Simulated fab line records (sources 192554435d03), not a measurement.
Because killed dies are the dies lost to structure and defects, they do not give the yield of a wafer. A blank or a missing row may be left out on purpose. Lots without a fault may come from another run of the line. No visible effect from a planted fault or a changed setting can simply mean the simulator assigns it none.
fab line records | flow n5_finfet
[record] lots = 7 | wafers = 20 | last_day = 17
route steps=1938 shown BEOL_M4@1027 PASSIVATION@1936
lots with no fault: from the same line, run without faults
start_h: hours from the record's first day to the start of the lot's first wafer shown | wait_h: hours from the lot's prior step to this one | " the same as in the row above | L1.1+2: a row that stands for several wafers | - either no value or no given start | * or withheld: withheld | < > ~ a bound
route shown NAME@n: a module of which the file shows steps, and the number in the route of the first | usual: average and standard deviation across the fault-free wafers | same: alike in all rows | chamber/n: place in a boat | sites: readings site by site | _std_site: standard deviation across them | _edge_site: inner sites' mean taken away from outer sites' mean | radius_mm: how far each site lies from the wafer's centre | mask NAME#n: copy n | behind: the last tool/chamber to shape the wafer | hold: reason for holding the lot/hours on hold/outcome of the hold | device: the n, p or np transistor that did not switch | end of line: the route-end tests of the same wafers | a step with no rows: only its recipe | killed: the dies lost at the first sort to structure and to defects; this is not the yield of the wafer | map: a wafer's dies, marking killed ones x, the rest . and places with no die _
set.NAME: the setting the step ran with; set.NAME@STEP: the setting that earlier step ran with | model.NAME: the simulator's own value behind a step, which no gauge read
lots at some steps of the route; a table a step, a row a wafer
services: the hour from which a tool's chamber was out of use, counted from the record's first day as start_h (under 0 if before that day), plus the number of hours and why
[[steps]]
[step N5_BEOL_M4_COAT_73]
[recipe] resist = underlayer | temp_c = 205 | time_s = 60 | spin_rpm = 1500 | resist_thk_nm = 5
[step N5_BEOL_M4_COAT_05]
[recipe] resist = CAR-EUV | spin_rpm = 1500 | resist_thk_nm = 30
[step N5_BEOL_M4_EBR_07]
[recipe] solvent = PGMEA | ebr_width_mm = 1.5
[step N5_BEOL_M4_SOFTBAKE_06]
[recipe] temp_c = 110 | time_s = 60 | resist = CAR-EUV
[step N5_BEOL_M4_EXPOSE_08]
[recipe] mask_id = M4 | na = 0.33 | source_shape = dipole | sigma_inner = 0.369 | sigma_outer = 0.767 | polarization = unpolarized | dose_mj = 41.25
[step N5_BEOL_M4_PEB_09]
[recipe] peb_temp_c = 100 | peb_time_s = 60 | resist = CAR-EUV
[step N5_BEOL_M4_DEVELOP_10]
[recipe] develop_time_s = 30 | developer = TMAH | resist = CAR-EUV | rinse_liquid = surfactant_rinse | dry = air_spin | dev_temp_c = 23
[step N5_BEOL_M4_CD_MEAS_11]
[recipe] target_cd_nm = 16.79 | landing_energy_ev = 500 | detector = se_inlens | polarity = opening
[usual] cd_nm = 16.81/0.21
lot.wafer | tool      | chamber | start_h | wait_h | cd_nm
L521.1    | cd_sem-01 | 0       | 153.33  | -      | 16.83
L521.5    | "         | 0       | "       | "      | 16.95
L521.6    | "         | 0       | "       | "      | 17.05
L523.1    | cd_sem-01 | 0       | 175.58  | -      | 16.78
L523.2    | "         | 0       | "       | "      | 16.54
L523.4    | "         | 0       | "       | "      | 16.75
L525.2    | cd_sem-02 | 0       | 182.87  | -      | 16.99
L525.3    | "         | 0       | "       | "      | 16.70
L525.6    | "         | 0       | "       | "      | 16.63
L527.1    | cd_sem-01 | 0       | 189.98  | -      | 16.92
L527.2    | "         | 0       | "       | "      | 17.33
L527.6    | "         | 0       | "       | "      | 16.89
L529.3    | cd_sem-01 | 0       | 210.13  | -      | 17.03
L529.5    | "         | 0       | "       | "      | 16.69
L536.2    | cd_sem-02 | 0       | 244.90  | -      | 16.49
L536.3    | "         | 0       | "       | "      | 17.00
L536.5    | "         | 0       | "       | "      | 16.71
L542.1    | cd_sem-02 | 0       | 292.78  | -      | 16.73
L542.3    | "         | 0       | "       | "      | 16.75
L542.6    | "         | 0       | "       | "      | 16.64
[step N5_BEOL_M4_OVL_MEAS_12]
[recipe] points_per_wafer = 522
[usual] M4_OVL = 0.4/0.59
lot.wafer | tool       | chamber | start_h | wait_h | M4_OVL[nm]
L521.1    | overlay-02 | 0       | 153.36  | 0.0    | 0.4
L521.5    | "          | 0       | "       | "      | -0.1
L521.6    | "          | 0       | "       | "      | 0.6
L523.1    | overlay-01 | 0       | 175.61  | 0.0    | -0.2
L523.2    | "          | 0       | "       | "      | 0.4
L523.4    | "          | 0       | "       | "      | 0.3
L525.2    | overlay-01 | 0       | 182.90  | 0.0    | -0.4
L525.3    | "          | 0       | "       | "      | 0.4
L525.6    | "          | 0       | "       | "      | -0.1
L527.1    | overlay-01 | 0       | 190.01  | 0.0    | 0.8
L527.2    | "          | 0       | "       | "      | -0.3
L527.6    | "          | 0       | "       | "      | -0.3
L529.3    | overlay-02 | 0       | 210.17  | 0.0    | 0.1
L529.5    | "          | 0       | "       | "      | 0.7
L536.2    | overlay-02 | 0       | 244.93  | 0.0    | -0.2
L536.3    | "          | 0       | "       | "      | 1.0
L536.5    | "          | 0       | "       | "      | 0.3
L542.1    | overlay-01 | 0       | 292.81  | 0.0    | -0.3
L542.3    | "          | 0       | "       | "      | -0.6
L542.6    | "          | 0       | "       | "      | 0.3
[step N5_BEOL_M4_INSPECT_13]
[recipe] mode = adi | inspect_instrument = brightfield
[usual] raw_defect_count = 444/120
lot.wafer | tool              | chamber | start_h | wait_h | raw_defect_count
L521.1    | defect_inspect-01 | -       | 153.42  | 0.1    | 347
L521.5    | "                 | -       | "       | "      | 409
L521.6    | "                 | -       | "       | "      | 349
L523.1    | defect_inspect-02 | -       | 175.67  | 0.1    | 540
L523.2    | "                 | -       | "       | "      | 516
L523.4    | "                 | -       | "       | "      | 548
L525.2    | defect_inspect-01 | -       | 182.96  | 0.0    | 621
L525.3    | "                 | -       | "       | "      | 453
L525.6    | "                 | -       | "       | "      | 561
L527.1    | defect_inspect-02 | -       | 190.07  | 0.1    | 416
L527.2    | "                 | -       | "       | "      | 517
L527.6    | "                 | -       | "       | "      | 363
L529.3    | defect_inspect-01 | -       | 210.22  | 0.0    | 279
L529.5    | "                 | -       | "       | "      | 413
L536.2    | defect_inspect-01 | -       | 244.99  | 0.0    | 316
L536.3    | "                 | -       | "       | "      | 281
L536.5    | "                 | -       | "       | "      | 372
L542.1    | defect_inspect-02 | -       | 292.87  | 0.1    | 323
L542.3    | "                 | -       | "       | "      | 438
L542.6    | "                 | -       | "       | "      | 365
[step N5_BEOL_M4_DESCUM_16]
[recipe] chemistry = O2 | time_s = 7 | source_power_w = 50 | bias_power_w = 20 | pressure_mtorr = 20 | rf_frequency_hz = 2.712e+07 | temp_c = 40 | resist = CAR-EUV | o2_flow_sccm = 225
[usual] bias_power_w = 19.99/0.059 | chamber_pressure_mTorr = 20.001/0.018 | drypump_motor_current_A = 5.8/0.4 | oes_product_au = 0.82/0.084 | rf_vpp_V = 243.6/1.4 | showerhead_plenum_p_Torr = 2.13/0.07 | throttle_valve_pct = 20.24/0.26
[same] time_s = 7
lot.wafer | tool        | chamber | start_h | wait_h | bias_power_w | chamber_pressure_mTorr | drypump_motor_current_A | oes_product_au | rf_hours_counter_h | rf_vpp_V | showerhead_plenum_p_Torr | throttle_valve_pct
L521.1    | rie_diel-04 | 2       | 153.52  | 0.1    | 19.95        | 19.972                 | 5.9                     | 0.82           | 84                 | 243.1    | 2.12                     | 20.63
L521.5    | "           | 1       | "       | "      | 20.01        | 19.987                 | 6.0                     | 0.87           | -                  | 245.0    | 2.13                     | 19.96
L521.6    | "           | 2       | "       | "      | 19.92        | 20.016                 | 5.9                     | 0.81           | -                  | 242.8    | 2.12                     | 20.60
L523.1    | rie_diel-05 | 2       | 175.71  | 0.0    | 19.96        | 20.000                 | 5.8                     | 0.92           | 20                 | 244.5    | 2.14                     | 19.83
L523.2    | "           | 3       | "       | "      | 19.93        | 19.994                 | 5.9                     | 0.66           | 241                | 242.6    | 2.06                     | 20.59
L523.4    | "           | 1       | "       | "      | 20.06        | 20.001                 | 5.7                     | 0.74           | 135                | 245.1    | 2.18                     | 20.20
L525.2    | rie_diel-05 | 3       | 183.46  | 0.5    | 19.91        | 20.017                 | 5.9                     | 0.66           | 243                | 243.6    | 2.06                     | 20.60
L525.3    | "           | 0       | "       | "      | 20.01        | 20.006                 | 5.1                     | 0.91           | 17                 | 246.0    | 2.23                     | 20.37
L525.6    | "           | 1       | "       | "      | 20.00        | 20.011                 | 5.6                     | 0.74           | -                  | 243.7    | 2.18                     | 20.18
L527.1    | rie_diel-05 | 2       | 190.10  | 0.0    | 19.93        | 20.011                 | 5.8                     | 0.92           | 25                 | 244.5    | 2.14                     | 19.83
L527.2    | "           | 3       | "       | "      | 19.95        | 19.989                 | 5.9                     | 0.66           | 246                | 242.1    | 2.06                     | 20.61
L527.6    | "           | 2       | "       | "      | 19.95        | 19.989                 | 5.8                     | 0.91           | -                  | 242.5    | 2.14                     | 19.81
L529.3    | rie_diel-05 | 2       | 210.35  | 0.1    | 19.97        | 20.022                 | 5.8                     | 0.90           | 32                 | 242.5    | 2.13                     | 19.83
L529.5    | "           | 1       | "       | "      | 19.93        | 19.994                 | 5.7                     | 0.73           | -                  | 243.2    | 2.18                     | 20.21
L536.2    | rie_diel-06 | 1       | 245.11  | 0.1    | 20.03        | 19.995                 | 6.4                     | 0.84           | 88                 | 245.5    | 2.21                     | 20.37
L536.3    | "           | 2       | "       | "      | 20.00        | 19.995                 | 5.6                     | 0.75           | 178                | 240.5    | 2.00                     | 20.47
L536.5    | "           | 0       | "       | "      | 19.98        | 19.991                 | 5.9                     | 0.73           | -                  | 243.5    | 2.09                     | 20.35
L542.1    | rie_diel-06 | 3       | 292.90  | 0.0    | 20.03        | 19.995                 | 6.6                     | 0.95           | 15                 | 245.0    | 2.22                     | 19.73
L542.3    | "           | 0       | "       | "      | 20.04        | 20.004                 | 5.9                     | 0.71           | 194                | 241.6    | 2.09                     | 20.38
L542.6    | "           | 0       | "       | "      | 20.09        | 19.982                 | 5.9                     | 0.71           | -                  | 242.9    | 2.09                     | 20.36
[step N5_BEOL_M4_ETCH_74]
[recipe] chemistry = N2/H2 | target = underlayer | target_depth_a = 65 | mask_material = CAR-EUV | time_s = 5.2 | ion_energy_ev = 200 | pressure_mtorr = 30 | source_w = 840 | bias_w = 150 | n2_flow_sccm = 200 | h2_flow_sccm = 200 | ends = cleared
[usual] chamber_pressure_mTorr = 30.00/0.039 | drypump_motor_current_A = 5.8/0.4 | etch_rf_on_time_s = 5.18/0.071 | h2_flow_sccm = 199.9/0.64 | oes_product_au = 0.69/0.071 | rf_vpp_V = 525.1/2.7 | showerhead_plenum_p_Torr = 2.59/0.087 | throttle_valve_pct = 17.66/0.26
lot.wafer | tool        | chamber | start_h | wait_h | chamber_pressure_mTorr | drypump_motor_current_A | etch_rf_on_time_s | h2_flow_sccm | oes_product_au | rf_hours_counter_h | rf_vpp_V | showerhead_plenum_p_Torr | throttle_valve_pct
L521.1    | rie_diel-04 | 2       | 153.56  | 0.0    | 30.00                  | 5.9                     | 5.15              | 200.4        | 0.70           | 84                 | 524.5    | 2.57                     | 18.04
L521.5    | "           | 1       | "       | "      | 29.99                  | 6.0                     | 5.14              | 200.1        | 0.74           | -                  | 528.0    | 2.59                     | 17.38
L521.6    | "           | 2       | "       | "      | 30.00                  | 6.0                     | 5.08              | 200.5        | 0.70           | -                  | 525.2    | 2.57                     | 18.05
L523.1    | rie_diel-05 | 2       | 175.74  | 0.0    | 30.08                  | 5.8                     | 5.17              | 201.1        | 0.77           | 20                 | 525.5    | 2.60                     | 17.19
L523.2    | "           | 3       | "       | "      | 30.00                  | 5.9                     | 5.32              | 199.0        | 0.56           | 241                | 524.0    | 2.51                     | 18.02
L523.4    | "           | 1       | "       | "      | 30.00                  | 5.6                     | 5.15              | 200.5        | 0.64           | 135                | 525.4    | 2.66                     | 17.60
L525.2    | rie_diel-05 | 3       | 183.49  | 0.0    | 30.02                  | 5.9                     | 5.43              | 199.6        | 0.56           | 243                | 522.6    | 2.51                     | 18.02
L525.3    | "           | 0       | "       | "      | 30.04                  | 5.1                     | 5.19              | 201.2        | 0.76           | 17                 | 526.8    | 2.72                     | 17.86
L525.6    | "           | 1       | "       | "      | 29.96                  | 5.7                     | 5.16              | 199.8        | 0.63           | -                  | 528.7    | 2.66                     | 17.66
L527.1    | rie_diel-05 | 2       | 190.13  | 0.0    | 30.03                  | 5.8                     | 5.14              | 200.9        | 0.78           | 25                 | 524.0    | 2.60                     | 17.21
L527.2    | "           | 3       | "       | "      | 29.93                  | 5.9                     | 5.27              | 199.2        | 0.57           | 246                | 522.9    | 2.51                     | 18.03
L527.6    | "           | 2       | "       | "      | 30.03                  | 5.8                     | 5.18              | 200.2        | 0.76           | -                  | 525.2    | 2.60                     | 17.19
L529.3    | rie_diel-05 | 2       | 210.38  | 0.0    | 29.97                  | 5.8                     | 5.19              | 199.5        | 0.76           | 32                 | 526.3    | 2.59                     | 17.18
L529.5    | "           | 1       | "       | "      | 30.08                  | 5.6                     | 5.19              | 200.1        | 0.63           | -                  | 526.1    | 2.66                     | 17.64
L536.2    | rie_diel-06 | 1       | 245.14  | 0.0    | 30.04                  | 6.5                     | 5.25              | 200.0        | 0.71           | 88                 | 530.4    | 2.68                     | 17.83
L536.3    | "           | 2       | "       | "      | 30.05                  | 5.7                     | 5.17              | 199.9        | 0.63           | 178                | 519.0    | 2.43                     | 17.88
L536.5    | "           | 0       | "       | "      | 29.98                  | 5.9                     | 5.22              | 199.8        | 0.62           | -                  | 524.6    | 2.53                     | 17.70
L542.1    | rie_diel-06 | 3       | 292.94  | 0.0    | 29.98                  | 6.6                     | 5.16              | 199.5        | 0.79           | 15                 | 529.0    | 2.71                     | 17.24
L542.3    | "           | 0       | "       | "      | 29.93                  | 5.9                     | 5.21              | 200.2        | 0.60           | 194                | 524.1    | 2.52                     | 17.75
L542.6    | "           | 0       | "       | "      | 29.94                  | 5.9                     | 5.24              | 200.7        | 0.60           | -                  | 520.7    | 2.52                     | 17.72
[step N5_BEOL_M4_ETCH_63]
[recipe] chemistry = CF4 | target = SiARC | target_depth_a = 156 | mask_material = CAR-EUV | time_s = 26 | ion_energy_ev = 80 | pressure_mtorr = 40 | source_w = 545 | bias_w = 36 | Ar_flow_sccm = 100 | cf4_flow_sccm = 100 | ends = cleared
[usual] cf4_flow_sccm = 99.91/0.29 | chamber_pressure_mTorr = 40.01/0.073 | drypump_motor_current_A = 5.8/0.4 | etch_rf_on_time_s = 25.9/0.31 | oes_product_au = 0.69/0.071 | rf_vpp_V = 184.5/1.2 | showerhead_plenum_p_Torr = 2.18/0.069 | throttle_valve_pct = 15.44/0.24
lot.wafer | tool        | chamber | start_h | wait_h | cf4_flow_sccm | chamber_pressure_mTorr | drypump_motor_current_A | etch_rf_on_time_s | oes_product_au | rf_hours_counter_h | rf_vpp_V | showerhead_plenum_p_Torr | throttle_valve_pct
L521.1    | rie_diel-04 | 2       | 153.57  | 0.0    | 100.20        | 40.05                  | 5.9                     | 25.6              | 0.70           | 84                 | 184.5    | 2.16                     | 15.72
L521.5    | "           | 1       | "       | "      | 100.06        | 39.99                  | 6.0                     | 25.5              | 0.75           | -                  | 184.3    | 2.18                     | 15.20
L521.6    | "           | 2       | "       | "      | 99.75         | 40.04                  | 5.9                     | 25.6              | 0.70           | -                  | 185.7    | 2.16                     | 15.71
L523.1    | rie_diel-05 | 2       | 175.76  | 0.0    | 99.53         | 39.96                  | 5.8                     | 25.7              | 0.79           | 20                 | 184.7    | 2.18                     | 15.01
L523.2    | "           | 3       | "       | "      | 100.45        | 40.01                  | 5.9                     | 26.4              | 0.56           | 241                | 183.1    | 2.11                     | 15.81
L523.4    | "           | 1       | "       | "      | 99.71         | 39.95                  | 5.7                     | 26.1              | 0.63           | 135                | 186.9    | 2.23                     | 15.43
L525.2    | rie_diel-05 | 3       | 183.51  | 0.0    | 100.44        | 40.02                  | 5.9                     | 26.6              | 0.56           | 243                | 185.0    | 2.11                     | 15.85
L525.3    | "           | 0       | "       | "      | 99.66         | 40.05                  | 5.1                     | 42.5              | 0.60           | 17                 | 185.1    | 2.27                     | 15.51
L525.6    | "           | 1       | "       | "      | 99.36         | 40.00                  | 5.6                     | 26.2              | 0.63           | -                  | 186.1    | 2.23                     | 15.44
L527.1    | rie_diel-05 | 2       | 190.15  | 0.0    | 99.95         | 40.04                  | 5.8                     | 42.5              | 0.60           | 25                 | 183.6    | 2.18                     | 15.02
L527.2    | "           | 3       | "       | "      | 100.20        | 40.01                  | 5.9                     | 26.6              | 0.56           | 246                | 182.4    | 2.11                     | 15.83
L527.6    | "           | 2       | "       | "      | 99.78         | 39.98                  | 5.8                     | 25.8              | 0.77           | -                  | 185.5    | 2.18                     | 15.03
L529.3    | rie_diel-05 | 2       | 210.40  | 0.0    | 100.78        | 39.98                  | 5.8                     | 42.5              | 0.59           | 32                 | 184.8    | 2.18                     | 15.03
L529.5    | "           | 1       | "       | "      | 99.81         | 40.03                  | 5.6                     | 26.2              | 0.62           | -                  | 185.2    | 2.23                     | 15.47
L536.2    | rie_diel-06 | 1       | 245.16  | 0.0    | 99.54         | 40.02                  | 6.4                     | 26.0              | 0.71           | 88                 | 185.1    | 2.25                     | 15.56
L536.3    | "           | 2       | "       | "      | 100.04        | 40.04                  | 5.6                     | 25.7              | 0.64           | 178                | 184.0    | 2.05                     | 15.69
L536.5    | "           | 0       | "       | "      | 99.92         | 39.97                  | 5.9                     | 25.9              | 0.61           | -                  | 182.6    | 2.13                     | 15.49
L542.1    | rie_diel-06 | 3       | 292.95  | 0.0    | 100.13        | 40.78                  | 6.6                     | 25.4              | 0.81           | 15                 | 185.3    | 2.27                     | 14.95
L542.3    | "           | 0       | "       | "      | 99.84         | 40.02                  | 5.9                     | 26.2              | 0.59           | 194                | 184.9    | 2.12                     | 15.54
L542.6    | "           | 0       | "       | "      | 99.51         | 40.00                  | 5.9                     | 26.2              | 0.60           | -                  | 185.2    | 2.12                     | 15.54
[step N5_BEOL_M4_ETCH_64]
[recipe] chemistry = N2/H2 | target = SOC | target_depth_a = 750 | overetch_a = 225 | mask_material = SiARC | temp_c = 40 | time_s = 121.9 | ion_energy_ev = 200 | pressure_mtorr = 30 | source_w = 840 | bias_w = 150 | n2_flow_sccm = 200 | h2_flow_sccm = 200
[usual] chamber_pressure_mTorr = 29.998/0.029 | drypump_motor_current_A = 5.8/0.4 | h2_flow_sccm = 200.0/0.56 | oes_product_au = 0.62/0.061 | rf_vpp_V = 525.0/2.5 | showerhead_plenum_p_Torr = 2.59/0.087 | throttle_valve_pct = 17.62/0.26
[same] time_s = 121.9
lot.wafer | tool        | chamber | start_h | wait_h | chamber_pressure_mTorr | drypump_motor_current_A | h2_flow_sccm | oes_product_au | rf_hours_counter_h | rf_vpp_V | showerhead_plenum_p_Torr | throttle_valve_pct
L521.1    | rie_diel-04 | 2       | 153.60  | 0.0    | 30.012                 | 5.9                     | 200.6        | 0.62           | 84                 | 524.6    | 2.57                     | 17.99
L521.5    | "           | 1       | "       | "      | 30.025                 | 6.0                     | 199.0        | 0.66           | -                  | 525.4    | 2.59                     | 17.33
L521.6    | "           | 2       | "       | "      | 30.001                 | 5.9                     | 200.6        | 0.61           | -                  | 525.0    | 2.57                     | 18.01
L523.1    | rie_diel-05 | 2       | 175.79  | 0.0    | 29.984                 | 5.8                     | 200.1        | 0.69           | 20                 | 525.5    | 2.60                     | 17.14
L523.2    | "           | 3       | "       | "      | 30.001                 | 5.9                     | 199.9        | 0.51           | 241                | 522.5    | 2.51                     | 17.98
L523.4    | "           | 1       | "       | "      | 30.012                 | 5.6                     | 200.5        | 0.56           | 135                | 526.4    | 2.66                     | 17.58
L525.2    | rie_diel-05 | 3       | 183.54  | 0.0    | 29.993                 | 5.9                     | 200.3        | 0.51           | 243                | 521.8    | 2.51                     | 17.99
L525.3    | "           | 0       | "       | "      | 29.988                 | 5.0                     | 199.1        | 0.68           | 17                 | 528.5    | 2.71                     | 17.82
L525.6    | "           | 1       | "       | "      | 30.021                 | 5.6                     | 201.2        | 0.56           | -                  | 527.3    | 2.66                     | 17.59
L527.1    | rie_diel-05 | 2       | 190.18  | 0.0    | 29.998                 | 5.8                     | 200.2        | 0.69           | 25                 | 524.2    | 2.60                     | 17.16
L527.2    | "           | 3       | "       | "      | 29.993                 | 5.9                     | 200.3        | 0.50           | 246                | 522.3    | 2.51                     | 18.00
L527.6    | "           | 2       | "       | "      | 29.974                 | 5.8                     | 200.7        | 0.68           | -                  | 526.6    | 2.60                     | 17.16
L529.3    | rie_diel-05 | 2       | 210.43  | 0.0    | 30.005                 | 5.8                     | 200.0        | 0.68           | 32                 | 525.6    | 2.59                     | 17.16
L529.5    | "           | 1       | "       | "      | 29.993                 | 5.7                     | 199.9        | 0.56           | -                  | 524.9    | 2.65                     | 17.62
L536.2    | rie_diel-06 | 1       | 245.19  | 0.0    | 29.983                 | 6.5                     | 200.9        | 0.63           | 88                 | 528.4    | 2.68                     | 17.76
L536.3    | "           | 2       | "       | "      | 30.021                 | 5.6                     | 199.2        | 0.57           | 178                | 521.0    | 2.43                     | 17.87
L536.5    | "           | 0       | "       | "      | 30.028                 | 5.9                     | 200.0        | 0.55           | -                  | 525.0    | 2.53                     | 17.66
L542.1    | rie_diel-06 | 3       | 292.98  | 0.0    | 30.011                 | 6.6                     | 199.4        | 0.71           | 15                 | 528.4    | 2.71                     | 17.20
L542.3    | "           | 0       | "       | "      | 29.982                 | 5.9                     | 199.4        | 0.54           | 194                | 523.7    | 2.52                     | 17.67
L542.6    | "           | 0       | "       | "      | 29.930                 | 5.9                     | 199.4        | 0.54           | -                  | 523.6    | 2.52                     | 17.68
[step N5_BEOL_M4_RC_MEAS_101]
[usual] DIBL_N = 36.3/1.4 | DIBL_P = 36.2/1.5 | IOFF_N = 0.160/0.021 | IOFF_P = 0.211/0.027 | ION_N = 676/7.7 | ION_P = 463/5.5 | SS_N = 71.4/0.57 | SS_P = 73.3/0.58 | VT_N = 249.3/2.5 | VT_P = -250.1/2.6
lot.wafer | tool      | chamber | start_h | wait_h | DIBL_N[mV/V] | DIBL_P[mV/V] | IOFF_N[nA/um] | IOFF_P[nA/um] | ION_N[uA/um] | ION_P[uA/um] | SS_N[mV/dec] | SS_P[mV/dec] | VT_N[mV] | VT_P[mV]
L521.1    | prober-01 | 0       | 162.84  | 0.0    | 37.1         | 37.7         | 0.187         | 0.224         | 686          | 463          | 72.2         | 74.4         | 246.9    | -249.4
L521.5    | "         | 0       | "       | "      | 35.0         | 35.0         | 0.148         | 0.181         | 678          | 459          | 71.2         | 72.5         | 250.4    | -254.1
L521.6    | "         | 0       | "       | "      | 35.6         | 35.7         | 0.160         | 0.191         | 677          | 462          | 71.8         | 72.8         | 250.4    | -252.0
L523.1    | prober-01 | 0       | 186.17  | 0.0    | 35.0         | 34.9         | 0.153         | 0.194         | 679          | 465          | 71.6         | 73.1         | 251.5    | -250.2
L523.2    | "         | 0       | "       | "      | 38.0         | 39.2         | 0.222         | 0.272         | 688          | 474          | 72.5         | 73.7         | 245.6    | -248.3
L523.4    | "         | 0       | "       | "      | 36.8         | 37.9         | 0.192         | 0.233         | 690          | 462          | 71.9         | 73.1         | 247.1    | -247.0
L525.2    | prober-02 | 0       | 189.22  | 0.2    | 36.8         | 37.2         | 0.173         | 0.187         | 680          | 459          | 71.1         | 72.8         | 248.1    | -253.8
L525.3    | "         | 0       | "       | "      | 36.9         | 38.3         | 0.183         | 0.199         | 684          | 463          | 71.6         | 73.1         | 245.8    | -252.4
L525.6    | "         | 0       | "       | "      | 36.9         | 37.6         | 0.168         | 0.188         | 679          | 464          | 70.8         | 72.3         | 247.7    | -256.4
L527.1    | prober-01 | 0       | 204.77  | 0.0    | 37.8         | 36.9         | 0.139         | 0.218         | 661          | 465          | 71.1         | 73.7         | 253.0    | -249.2
L527.2    | "         | 0       | "       | "      | 36.9         | 35.6         | 0.127         | 0.201         | 669          | 456          | 71.6         | 72.7         | 254.3    | -251.7
L527.6    | "         | 0       | "       | "      | 38.3         | 36.7         | 0.145         | 0.214         | 666          | 457          | 71.7         | 72.5         | 251.2    | -251.0
L529.3    | prober-01 | 0       | 218.08  | 0.3    | 34.5         | 34.7         | 0.143         | 0.185         | 673          | 455          | 70.3         | 73.4         | 251.5    | -248.6
L529.5    | "         | 0       | "       | "      | 36.2         | 38.0         | 0.179         | 0.235         | 693          | 471          | 70.7         | 73.3         | 248.7    | -246.9
L536.2    | prober-02 | 0       | 260.93  | 0.2    | 38.2         | 36.8         | 0.173         | 0.255         | 680          | 475          | 72.0         | 73.2         | 246.5    | -247.3
L536.3    | "         | 0       | "       | "      | 39.0         | 37.5         | 0.184         | 0.272         | 672          | 468          | 72.5         | 73.5         | 247.7    | -243.9
L536.5    | "         | 0       | "       | "      | 36.9         | 35.7         | 0.155         | 0.238         | 669          | 465          | 71.5         | 73.7         | 249.3    | -247.5
L542.1    | prober-01 | 0       | 300.62  | 0.0    | 35.0         | 36.0         | 0.140         | 0.211         | 667          | 465          | 71.1         | 72.8         | 250.3    | -250.5
L542.3    | "         | 0       | "       | "      | 36.2         | 38.5         | 0.167         | 0.231         | 676          | 462          | 71.1         | 73.8         | 247.4    | -247.8
L542.6    | "         | 0       | "       | "      | 33.9         | 35.6         | 0.123         | 0.192         | 664          | 462          | 71.1         | 73.3         | 253.1    | -251.2
[step N5_PASSIVATION_PROBE_49]
[usual] defect_limited_yield = 91.3/1.4 | killed_at_M0_to_M3 = 34/10 | killed_at_M4_up = 13/4.8 | killed_at_contacts = 12/6.1 | killed_at_front_end = 40/11 | killed_at_other = 3.7/2.8 | killed_dies = 103/16 | killed_open = 67/12 | killed_short = 34/7.4 | sort_bin_5_function = 5.1/0.95 | sort_bin_6_memory = 3.2/0.62 | sort_n_pass = 1077/16 | sort_yield_pct = 91.3/1.4
[same] gross_dies = 1180 | killed_at_back_side = 0 | sort_bin_4_leakage[%] = 0 | sort_bin_8_speed[%] = 0
lot.wafer | tool      | chamber | start_h | wait_h | defect_limited_yield[%] | killed_at_M0_to_M3 | killed_at_M4_up | killed_at_contacts | killed_at_front_end | killed_at_other | killed_dies | killed_open | killed_short | sort_bin_5_function[%] | sort_bin_6_memory[%] | sort_n_pass | sort_yield_pct[%]
L529.3    | prober-02 | -       | 307.49  | 0.1    | 92.2                    | 27                 | 10              | 7                  | 47                  | 1               | 92          | 58          | 34           | 5.1                    | 2.2                  | 1088        | 92.2
// killed by level:class
L529.3 FIN_SAQP:geometric_particle:short=15 FIN_SAQP:geometric_particle:open=8 STI_FIN_REVEAL:geometric_particle:open=8 BEOL_M0_SAQP:geometric_particle:open=8 MOL_CONTACT_COAG:geometric_particle:open=6 BEOL_M0_SAQP:geometric_particle:short=5 BEOL_M2:geometric_particle:open=5 BEOL_M4:geometric_particle:open=5
[[services]]
tool        | chamber | start_h | hours | kind
rie_diel-05 | 2       | 132.80  | 6.0   | repair
rie_diel-04 | 3       | 137.04  | -     | clean
rie_diel-04 | 3       | 137.04  | -     | consumable_replace:focus_ring
rie_diel-04 | 3       | 137.04  | 17.2  | scheduled_down
rie_diel-04 | 3       | 137.04  | 17.2  | vent_cycle
rie_diel-05 | 3       | 204.47  | -     | clean
rie_diel-05 | 3       | 204.47  | -     | consumable_replace:focus_ring
rie_diel-05 | 3       | 204.47  | 40.2  | scheduled_down
rie_diel-05 | 3       | 204.47  | 40.2  | vent_cycle
rie_diel-06 | 3       | 228.27  | -     | clean
rie_diel-06 | 3       | 228.27  | -     | consumable_replace:focus_ring
rie_diel-06 | 3       | 228.27  | -     | consumable_replace:showerhead
rie_diel-06 | 3       | 228.27  | 22.3  | scheduled_down
rie_diel-06 | 3       | 228.27  | 22.3  | vent_cycle
[[key]]
[first_sign] step = N5_BEOL_M4_ETCH_63 | reading = etch_rf_on_time_s | direction = up | sigmas = 54 | usual = * | struck = *
effect none on later readings
met_at N5_BEOL_M4_ETCH_63
struck_wafers L525.3,L527.1,L529.3
onset_between 175.76 183.51
[fault] kind = process_parameter_drift | tool = rie_diel-05 | chamber = - | onset_h = 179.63 | steps = N5_BEOL_M4_ETCH_63 | channel = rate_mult | offset = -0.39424 | shape = step | end_h = 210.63 | scope = struck_wafers_only
